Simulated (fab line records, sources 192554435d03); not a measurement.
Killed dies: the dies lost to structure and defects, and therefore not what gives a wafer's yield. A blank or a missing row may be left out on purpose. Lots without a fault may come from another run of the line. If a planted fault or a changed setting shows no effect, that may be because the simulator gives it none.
fab line records    flow n5Finfet    part 1 of 2: steps 1 to 4 of 6
record: lots: 24  wafers: 72  lastDay: 17
route steps=1938 shown GATE_CUT@504 MOL_CONTACT_COAG@538
lots untouched by any fault: they come from a run of this same line in which no faults occurred
startH: hours from the record's first day to the start of the lot's first wafer shown    waitH: hours elapsed since this lot's preceding step    " as in the row above    L1.1+2: one row covering several wafers at once    - either no value or no given start    * or withheld: withheld    < > ~ a bound
route shown NAME@n: names a module that has steps shown in the file, with the first one's number in the route    usual: mean/standard deviation taken from wafers without a fault    same: alike in all rows    chamber/n: place in a boat    sites: per-site readings    _std_site: how widely they spread, as a standard deviation    _edge_site: outer sites' mean less inner sites'    radiusMm: for every site, how far away it sits from the centre of the wafer    mask NAME#n: copy n    behind: tool/chamber where the wafer was last shaped    hold: reason for holding the lot/hours on hold/outcome of the hold    device: names the non-switching transistor (n, p or np)    end of line: the tests these same wafers got at the end of their route    a step with no rows: only its recipe    killed: the dies lost at the first sort to structure and to defects; this is not the yield of the wafer    map: per-die view of a wafer (x killed, . not killed, _ where there is no die)
set.NAME: the setting that was run; set.NAME@STEP: the one run at that earlier step    model.NAME: the simulator's own value behind a step, which no gauge read
steps of the route over a sample of lots; a table a step, a row a wafer
services: the hour from which a tool's chamber was out of use, counted from the record's first day as startH (under 0 if before that day), plus the number of hours and why
== steps ==
step: N5_GATE_CUT_VAPOR_ETCH_48
recipe: chemistry: BCl3/Cl2  target: TiN  mode: isotropic
usual: drypumpMotorCurrentA: 5.7/0.57  oesProductAu: 0.78/0.11
lot.wafer  tool         chamber  startH  waitH  drypumpMotorCurrentA  oesProductAu
L074.1     rieMetal-03  0        82.85   0.1    5.8                   0.69
L074.3     "            0        "       "      5.8                   0.69
L074.5     "            0        "       "      5.8                   0.69
L075.2     rieMetal-02  0        93.36   0.0    6.6                   0.62
L075.4     "            1        "       "      5.5                   0.97
L075.6     "            0        "       "      6.6                   0.62
L076.2     rieMetal-02  1        98.98   0.0    5.5                   0.96
L076.4     "            1        "       "      5.5                   0.96
L076.6     "            1        "       "      5.5                   0.96
L077.1     rieMetal-02  1        104.76  0.0    5.5                   0.96
L077.2     "            0        "       "      6.6                   0.63
L077.6     "            0        "       "      6.6                   0.62
L078.1     rieMetal-01  0        111.18  0.0    5.2                   0.83
L078.4     "            1        "       "      6.2                   0.77
L078.6     "            0        "       "      5.2                   0.83
L079.1     rieMetal-02  1        114.86  0.0    5.5                   0.94
L079.2     "            0        "       "      6.6                   0.61
L079.3     "            1        "       "      5.5                   0.95
L080.1     rieMetal-03  1        120.30  0.0    4.8                   0.95
L080.5     "            0        "       "      5.8                   0.69
L080.6     "            1        "       "      4.8                   0.95
L081.1     rieMetal-03  0        128.57  0.0    5.8                   0.69
L081.5     "            0        "       "      5.8                   0.69
L081.6     "            1        "       "      4.9                   0.93
L082.1     rieMetal-01  1        133.45  0.0    6.2                   0.76
L082.3     "            0        "       "      5.2                   0.82
L082.5     "            1        "       "      6.2                   0.76
L083.1     rieMetal-01  0        139.70  0.0    5.2                   0.82
L083.2     "            1        "       "      6.2                   0.76
L083.5     "            0        "       "      5.2                   0.82
L084.1     rieMetal-01  0        145.26  0.0    5.2                   0.81
L084.3     "            0        "       "      5.2                   0.81
L084.4     "            1        "       "      6.2                   0.75
L085.1     rieMetal-03  0        152.34  0.0    5.8                   0.69
L085.2     "            1        "       "      4.8                   0.91
L085.6     "            0        "       "      5.8                   0.69
L086.1     rieMetal-02  0        160.06  0.0    6.6                   0.61
L086.3     "            0        "       "      6.6                   0.62
L086.5     "            1        "       "      5.5                   0.92
L087.1     rieMetal-02  0        162.72  0.0    6.6                   0.61
L087.2     "            1        "       "      5.5                   0.93
L087.3     "            0        "       "      6.6                   0.61
L088.3     rieMetal-03  0        168.92  0.0    5.8                   0.67
L088.5     "            1        "       "      4.9                   0.90
L088.6     "            0        "       "      5.8                   0.68
L089.1     rieMetal-01  0        174.24  0.0    5.2                   0.81
L089.2     "            1        "       "      6.2                   0.75
L089.5     "            1        "       "      6.2                   0.76
L090.2     rieMetal-01  0        179.20  0.0    5.2                   0.80
L090.4     "            0        "       "      5.2                   0.81
L090.6     "            1        "       "      6.2                   0.75
L091.1     rieMetal-02  0        186.03  0.0    6.6                   0.61
L091.2     "            1        "       "      5.5                   0.91
L091.6     "            1        "       "      5.5                   0.92
L092.1     rieMetal-03  0        190.48  0.0    5.8                   0.68
L092.2     "            1        "       "      4.9                   0.90
L092.3     "            1        "       "      4.9                   0.90
L093.1     rieMetal-01  0        201.54  0.0    5.2                   0.80
L093.2     "            1        "       "      6.2                   0.74
L093.3     "            0        "       "      5.2                   0.80
L094.2     rieMetal-01  1        205.44  0.0    6.2                   0.74
L094.3     "            1        "       "      6.2                   0.75
L094.5     "            1        "       "      6.2                   0.74
L095.1     rieMetal-02  1        211.23  0.0    5.5                   0.89
L095.3     "            0        "       "      6.6                   0.62
L095.6     "            1        "       "      5.5                   0.89
L096.2     rieMetal-01  1        218.84  0.0    6.2                   0.74
L096.3     "            1        "       "      6.2                   0.74
L096.6     "            1        "       "      6.2                   0.74
L097.1     rieMetal-01  0        221.79  0.0    5.2                   0.80
L097.3     "            0        "       "      5.2                   0.80
L097.6     "            0        "       "      5.2                   0.79
step: N5_GATE_CUT_CMP_23
recipe: stopOn: SiO2  tOverpolishS: 23.4  postCmpClean: alkalineBrush  downForcePsi: 2.5  platenRpm: 51.8  padVelocityMS: 1.0307  targetThkNm: 16
usual: motorCurrentA: 9.6/0.97  overpolishRunS: 23.399/0.0094  platenRpm: 51.80/0.033  slurryFilterDpKPa: 13.49/0.14  timeToEndpointS: 18/3
lot.wafer  tool    chamber  startH  waitH  motorCurrentA  overpolishRunS  platenRpm  slurryFilterDpKPa  timeToEndpointS
L074.1     cmp-01  2        85.30   0.8    7.7            23.390          51.74      13.40              20
L074.3     "       3        "       "      9.0            23.411          51.79      13.64              24
L074.5     "       1        "       "      8.9            23.386          51.81      13.53              20
L075.2     cmp-02  0        95.12   0.8    9.7            23.389          51.74      13.57              18
L075.4     "       1        "       "      9.0            23.395          51.78      13.38              18
L075.6     "       1        "       "      9.1            23.400          51.78      13.41              21
L076.2     cmp-02  1        100.91  0.8    9.5            23.415          51.82      13.65              20
L076.4     "       0        "       "      10.0           23.389          51.80      13.29              19
L076.6     "       2        "       "      9.4            23.408          51.84      13.47              17
L077.1     cmp-03  1        106.51  0.8    10.5           23.390          51.84      13.42              17
L077.2     "       0        "       "      8.6            23.412          51.81      13.51              15
L077.6     "       2        "       "      10.3           23.398          51.78      13.50              15
L078.1     cmp-03  3        112.93  0.8    10.6           23.391          51.80      13.68              20
L078.4     "       0        "       "      8.8            23.384          51.77      13.48              18
L078.6     "       3        "       "      11.0           23.394          51.74      13.41              24
L079.3     cmp-01  0        116.62  0.8    11.3           23.395          51.79      13.63              14
L079.2     "       1        "       "      8.7            23.390          51.73      13.53              18
L079.1     "       3        "       "      8.6            23.418          51.84      13.34              22
L080.1     cmp-02  2        122.13  0.8    9.9            23.395          51.84      13.40              16
L080.5     "       0        "       "      10.1           23.402          51.81      13.61              20
L080.6     "       1        "       "      9.4            23.394          51.79      13.58              19
L081.1     cmp-01  2        130.47  0.9    7.9            23.416          51.83      13.66              18
L081.5     "       3        "       "      8.4            23.379          51.78      13.68              22
L081.6     "       0        "       "      10.9           23.402          51.78      13.63              15
L082.1     cmp-01  3        135.20  0.8    8.7            23.396          51.84      13.60              21
L082.3     "       0        "       "      11.3           23.404          51.83      13.48              14
L082.5     "       0        "       "      11.0           23.400          51.84      13.44              15
L083.2     cmp-02  3        141.66  0.8    8.2            23.407          51.79      13.61              15
L083.1     "       1        "       "      9.7            23.391          51.82      13.37              19
L083.5     "       2        "       "      10.2           23.399          51.80      13.57              16
L084.4     cmp-03  2        147.40  0.8    9.9            23.379          51.81      13.68              13
L084.3     "       3        "       "      11.0           23.392          51.77      13.61              25
L084.1     "       1        "       "      10.6           23.398          51.76      13.51              17
L085.2     cmp-01  3        154.10  0.8    8.7            23.385          51.77      13.45              23
L085.1     "       0        "       "      10.6           23.413          51.77      13.50              16
L085.6     "       3        "       "      8.6            23.401          51.77      13.61              21
L086.1     cmp-03  1        161.85  0.8    10.7           23.403          51.82      13.67              19
L086.3     "       2        "       "      10.3           23.391          51.75      13.34              14
L086.5     "       1        "       "      10.5           23.396          51.84      13.32              18
L087.1     cmp-02  3        164.48  0.8    8.2            23.403          51.79      13.42              19
L087.2     "       1        "       "      9.8            23.411          51.76      13.66              19
L087.3     "       2        "       "      9.9            23.387          51.80      13.59              16
L088.3     cmp-02  3        170.78  0.9    8.0            23.394          51.83      13.23              17
L088.5     "       0        "       "      10.1           23.396          51.78      13.31              20
L088.6     "       1        "       "      9.4            23.419          51.80      13.49              21
L089.1     cmp-03  3        176.06  0.8    11.0           23.407          51.77      13.42              23
L089.2     "       0        "       "      8.5            23.414          51.83      13.40              14
L089.5     "       1        "       "      10.3           23.401          51.84      13.56              21
L090.2     cmp-03  3        180.96  0.8    10.5           23.418          51.80      13.69              21
L090.4     "       0        "       "      8.7            23.397          51.79      13.69              13
L090.6     "       0        "       "      9.0            23.398          51.78      13.71              14
L091.2     cmp-02  1        187.79  0.8    9.2            23.404          51.78      13.56              20
L091.1     "       0        "       "      9.8            23.400          51.87      13.37              22
L091.6     "       1        "       "      9.1            23.407          51.82      13.74              21
L092.2     cmp-02  2        192.64  0.8    9.7            23.399          51.82      13.30              17
L092.1     "       3        "       "      8.2            23.402          51.78      13.36              18
L092.3     "       0        "       "      10.1           23.413          51.85      13.33              22
L093.1     cmp-03  3        203.79  0.8    10.1           23.417          51.77      13.53              25
L093.3     "       0        "       "      9.2            23.402          51.82      13.48              18
L093.2     "       1        "       "      10.9           23.376          51.82      13.30              20
L094.2     cmp-02  0        207.31  0.8    9.9            23.416          51.73      13.44              20
L094.3     "       1        "       "      9.4            23.396          51.77      13.32              21
L094.5     "       3        "       "      8.3            23.405          51.77      13.53              14
L095.1     cmp-03  1        213.24  0.8    11.0           23.401          51.83      13.80              20
L095.3     "       0        "       "      9.0            23.402          51.80      13.50              20
L095.6     "       2        "       "      10.0           23.399          51.80      13.42              17
L096.3     cmp-01  3        220.68  0.8    8.4            23.399          51.76      13.50              21
L096.2     "       0        "       "      11.1           23.406          51.79      13.87              13
L096.6     "       3        "       "      8.1            23.387          51.83      13.49              20
L097.3     cmp-01  1        223.54  0.8    8.7            23.410          51.82      13.58              21
L097.1     "       3        "       "      8.5            23.386          51.77      13.37              23
L097.6     "       2        "       "      7.9            23.393          51.73      13.15              19
step: N5_MOL_CONTACT_COAG_ETCH_110
recipe: chemistry: CF4/O2  target: Si  targetDepthA: 25  timeS: 8  pressureMtorr: 100  sourceW: 200  biasW: 12  ionEnergyEv: 60  Ar_flow_sccm: 100  cf4FlowSccm: 100  O2_flow_sccm: 10
usual: O2_flow_sccm: 9.996/0.026  drypumpMotorCurrentA: 5.7/0.47  oesProductAu: 0.75/0.081  rfVppV: 128/6.5  showerheadPlenumPTorr: 2.27/0.062  throttleValvePct: 10.86/0.27
lot.wafer  tool        chamber  startH  waitH  O2_flow_sccm  drypumpMotorCurrentA  oesProductAu  rfHoursCounterH  rfVppV  showerheadPlenumPTorr  throttleValvePct
L074.1     rieDiel-05  1        87.09   0.0    9.977         5.2                   0.74          216              133     2.30                   11.07
L074.3     "           3        "       "      10.010        5.6                   0.67          233              117     2.11                   11.01
L074.5     "           1        "       "      9.963         5.2                   0.73          -                131     2.30                   11.07
L075.2     rieDiel-04  1        96.85   0.0    9.971         5.1                   0.72          197              123     2.29                   11.11
L075.4     "           0        "       "      9.962         5.9                   0.70          246              122     2.18                   10.96
L075.6     "           0        "       "      10.009        5.9                   0.70          -                123     2.18                   10.98
L076.2     rieDiel-05  2        102.82  0.0    9.965         6.3                   0.87          70               118     2.36                   10.60
L076.4     "           3        "       "      10.005        5.6                   0.68          240              117     2.11                   11.01
L076.6     "           2        "       "      9.975         6.3                   0.86          -                117     2.36                   10.59
L077.1     rieDiel-04  0        108.37  0.0    9.975         5.9                   0.69          249              124     2.18                   10.98
L077.2     "           1        "       "      10.000        5.1                   0.72          201              123     2.29                   11.13
L077.6     "           1        "       "      10.032        5.1                   0.72          -                125     2.29                   11.12
L078.1     rieDiel-05  2        114.67  0.0    9.991         6.4                   0.86          75               118     2.36                   10.59
L078.4     "           0        "       "      9.986         6.1                   0.77          169              130     2.31                   10.73
L078.6     "           2        "       "      9.999         6.4                   0.85          -                118     2.36                   10.61
L079.1     rieDiel-05  0        118.38  0.0    9.974         6.1                   0.78          171              132     2.31                   10.74
L079.2     "           2        "       "      10.009        6.3                   0.85          77               118     2.36                   10.60
L079.3     "           1        "       "      9.978         5.2                   0.72          228              131     2.29                   11.11
L080.1     rieDiel-04  2        123.79  0.0    9.975         4.8                   0.68          216              132     2.29                   11.11
L080.5     "           2        "       "      9.999         4.8                   0.68          -                131     2.29                   11.12
L080.6     "           1        "       "      10.023        5.1                   0.71          -                124     2.29                   11.14
L081.1     rieDiel-05  1        132.23  0.0    9.981         5.2                   0.72          233              130     2.29                   11.13
L081.5     "           0        "       "      10.011        6.1                   0.76          -                130     2.31                   10.77
L081.6     "           2        "       "      10.035        6.3                   0.85          -                119     2.35                   10.61
L082.1     rieDiel-04  2        136.94  0.0    10.000        4.8                   0.68          223              131     2.28                   11.12
L082.3     "           3        "       "      9.972         5.4                   0.67          252              127     2.19                   11.05
L082.5     "           1        "       "      10.046        5.1                   0.71          -                124     2.29                   11.19
L083.1     rieDiel-04  3        143.48  0.0    10.005        5.4                   0.67          254              126     2.19                   11.07
L083.2     "           2        "       "      9.981         4.8                   0.68          226              131     2.28                   11.16
L083.5     "           2        "       "      10.017        4.8                   0.68          -                134     2.28                   11.16
L084.1     rieDiel-05  0        149.28  0.0    9.998         6.0                   0.77          183              132     2.31                   10.76
L084.3     "           1        "       "      9.944         5.2                   0.72          240              130     2.29                   11.14
L084.4     "           2        "       "      9.977         6.3                   0.84          88               117     2.35                   10.64
L085.1     rieDiel-05  3        155.97  0.0    10.037        5.6                   0.96          3                120     2.36                   10.33
L085.2     "           0        "       "      9.958         6.1                   0.76          186              129     2.31                   10.78
L085.6     "           3        "       "      10.050        5.6                   0.97          -                117     2.36                   10.35
L086.1     rieDiel-04  1        163.55  0.0    9.991         5.1                   0.70          225              126     2.29                   11.21
L086.3     "           2        "       "      9.950         4.8                   0.67          234              131     2.28                   11.17
L086.5     "           0        "       "      9.993         5.9                   0.98          -                123     2.18                   10.29
L087.1     rieDiel-05  3        166.34  0.0    9.980         5.6                   0.94          8                118     2.36                   10.37
L087.2     "           1        "       "      10.002        5.2                   0.70          246              130     2.29                   11.14
L087.3     "           0        "       "      9.973         6.1                   0.75          190              131     2.31                   10.80
L088.3     rieDiel-06  0        172.40  0.0    9.996         5.7                   0.76          128              139     2.24                   10.63
L088.5     "           3        "       "      9.937         5.8                   0.76          -                133     2.22                   11.02
L088.6     "           2        "       "      10.044        6.1                   0.78          -                128     2.30                   10.48
L089.1     rieDiel-06  1        177.93  0.0    10.015        6.1                   0.67          226              133     2.21                   10.98
L089.2     "           2        "       "      10.021        6.1                   0.78          168              127     2.30                   10.49
L089.5     "           0        "       "      9.989         5.7                   0.76          -                138     2.24                   10.63
L090.2     rieDiel-05  0        183.03  0.0    9.975         6.1                   0.75          194              131     2.30                   10.80
L090.4     "           2        "       "      9.969         6.3                   0.83          -                116     2.35                   10.66
L090.6     "           0        "       "      9.997         6.1                   0.75          -                130     2.30                   10.80
L091.1     rieDiel-06  0        189.54  0.0    10.030        5.7                   0.74          135              139     2.24                   10.64
L091.2     "           1        "       "      10.000        6.1                   0.66          230              134     2.21                   10.99
L091.6     "           1        "       "      9.975         6.1                   0.67          -                135     2.21                   10.97
L092.1     rieDiel-06  3        194.61  0.0    10.042        5.8                   0.75          197              134     2.22                   11.04
L092.2     "           1        "       "      9.950         6.1                   0.66          232              134     2.21                   10.98
L092.3     "           0        "       "      10.068        5.7                   0.75          137              138     2.24                   10.64
L093.1     rieDiel-06  0        205.77  0.0    9.984         5.7                   0.75          142              139     2.23                   10.65
L093.2     "           3        "       "      10.036        5.8                   0.74          202              134     2.22                   11.05
L093.3     "           2        "       "      10.000        6.1                   0.77          176              127     2.29                   10.51
L094.2     rieDiel-06  2        209.14  0.0    10.012        6.1                   0.77          178              127     2.29                   10.52
L094.3     "           1        "       "      9.986         6.1                   0.66          237              134     2.21                   10.97
L094.5     "           2        "       "      10.018        6.1                   0.76          -                127     2.29                   10.50
L095.1     rieDiel-06  1        215.47  0.0    9.977         6.1                   0.66          239              134     2.21                   11.01
L095.3     "           0        "       "      9.954         5.7                   0.74          143              138     2.23                   10.65
L095.6     "           3        "       "      9.948         5.8                   0.73          -                134     2.22                   11.07
L096.2     rieDiel-06  0        222.43  0.0    9.989         5.7                   0.74          146              139     2.23                   10.69
L096.3     "           1        "       "      9.985         6.1                   0.65          242              134     2.21                   11.01
L096.6     "           1        "       "      9.976         6.1                   0.66          -                133     2.21                   11.01
L097.1     rieDiel-04  3        225.43  0.0    10.014        5.4                   0.91          20               127     2.18                   10.38
L097.3     "           1        "       "      10.011        5.1                   0.69          249              124     2.28                   11.27
L097.6     "           3        "       "      10.003        5.4                   0.91          -                129     2.18                   10.40
step: N5_MOL_CONTACT_COAG_ALD_20
recipe: material: TiN  targetThkA: 15  tempC: 400  aldPrecursorFamily: TiCl4  aldCoReactant: NH3  pulseTimeS: 1  purgeTimeS: 3  coReactantPurgeTimeS: 2  coReactantPulseTimeS: 2  aldCycles: 68  pressureTorr: 3
usual: heaterPowerW: 844/100  precursorPulseHeightRel: 1.001/0.021  susceptorTempC: 399.96/0.22
same: coReactantPulseTimeS: 2
lot.wafer  tool         chamber  startH  waitH  heaterPowerW  precursorPulseHeightRel  susceptorTempC
L074.1     aldMetal-04  1        87.84   0.1    968           1.028                    400.01
L074.3     "            0        "       "      707           0.983                    399.77
L074.5     "            1        "       "      980           1.006                    399.93
L075.2     aldMetal-04  1        97.58   0.1    981           0.987                    400.09
L075.4     "            3        "       "      854           0.960                    399.86
L075.6     "            1        "       "      971           1.007                    400.00
L076.2     aldMetal-01  1        104.49  0.1    937           1.008                    400.16
L076.4     "            3        "       "      791           0.990                    400.40
L076.6     "            0        "       "      931           1.014                    399.91
L077.1     aldMetal-04  3        111.18  0.1    853           0.969                    399.94
L077.2     "            2        "       "      735           1.040                    399.97
L077.6     "            1        "       "      981           1.013                    399.92
L078.1     aldMetal-04  2        115.89  0.1    721           1.015                    399.78
L078.4     "            0        "       "      713           1.032                    399.93
L078.6     "            1        "       "      975           0.993                    399.67
L079.1     aldMetal-01  0        119.11  0.1    956           0.952                    399.56
L079.2     "            3        "       "      807           0.956                    400.11
L079.3     "            1        "       "      920           0.976                    400.08
L080.1     aldMetal-01  2        124.55  0.1    834           1.049                    400.01
L080.5     "            3        "       "      787           0.954                    399.88
L080.6     "            0        "       "      928           1.015                    400.21
L081.1     aldMetal-04  0        133.07  0.1    691           0.985                    400.53
L081.5     "            1        "       "      1005          0.984                    399.83
L081.6     "            0        "       "      673           1.041                    400.28
L082.1     aldMetal-03  0        138.27  0.1    898           1.002                    400.05
L082.3     "            1        "       "      942           1.022                    399.72
L082.5     "            2        "       "      916           1.006                    399.90
L083.1     aldMetal-04  1        145.86  0.1    997           0.991                    400.14
L083.2     "            0        "       "      700           0.963                    399.91
L083.5     "            3        "       "      862           1.023                    400.06
L084.1     aldMetal-04  0        150.95  0.1    685           1.012                    400.28
L084.3     "            1        "       "      978           1.028                    400.37
L084.4     "            3        "       "      835           1.007                    399.97
L085.1     aldMetal-04  1        156.69  0.1    963           1.003                    399.52
L085.2     "            3        "       "      862           0.982                    399.85
L085.6     "            0        "       "      692           1.004                    399.98
L086.1     aldMetal-01  1        164.34  0.1    925           1.012                    399.63
L086.3     "            2        "       "      871           1.004                    399.72
L086.5     "            0        "       "      937           0.991                    400.41
L087.1     aldMetal-04  3        169.13  0.1    847           1.016                    400.04
L087.2     "            0        "       "      695           1.004                    399.54
L087.3     "            2        "       "      738           1.042                    400.20
L088.3     aldMetal-04  3        174.50  0.1    853           1.025                    400.10
L088.5     "            1        "       "      979           0.997                    400.14
L088.6     "            0        "       "      701           1.022                    400.05
L089.1     aldMetal-03  0        179.70  0.1    930           0.969                    400.16
L089.2     "            2        "       "      879           0.991                    400.12
L089.5     "            0        "       "      900           1.011                    399.84
L090.2     aldMetal-03  1        183.76  0.1    913           1.000                    400.05
L090.4     "            2        "       "      897           1.016                    399.71
L090.6     "            1        "       "      941           1.011                    399.74
L091.1     aldMetal-01  0        190.32  0.1    939           1.004                    400.05
L091.2     "            2        "       "      850           0.992                    400.00
L091.6     "            1        "       "      920           1.001                    400.45
L092.1     aldMetal-04  1        196.79  0.1    979           0.974                    399.85
L092.2     "            0        "       "      706           0.968                    400.04
L092.3     "            2        "       "      742           0.993                    400.00
L093.1     aldMetal-04  3        206.89  0.1    869           1.015                    400.20
L093.2     "            1        "       "      980           0.992                    400.05
L093.3     "            0        "       "      689           1.025                    399.78
L094.2     aldMetal-04  2        210.09  0.1    736           1.002                    400.03
L094.3     "            0        "       "      686           1.002                    399.75
L094.5     "            0        "       "      698           1.011                    399.67
L095.1     aldMetal-03  1        216.29  0.2    949           1.012                    399.71
L095.3     "            3        "       "      908           1.003                    399.54
L095.6     "            0        "       "      892           1.022                    400.03
L096.2     aldMetal-04  2        223.77  0.1    721           1.040                    399.65
L096.3     "            0        "       "      703           1.015                    400.20
L096.6     "            1        "       "      995           0.978                    399.93
L097.1     aldMetal-04  0        226.20  0.1    683           1.016                    400.26
L097.3     "            1        "       "      946           0.997                    400.14
L097.6     "            0        "       "      702           1.003                    399.68
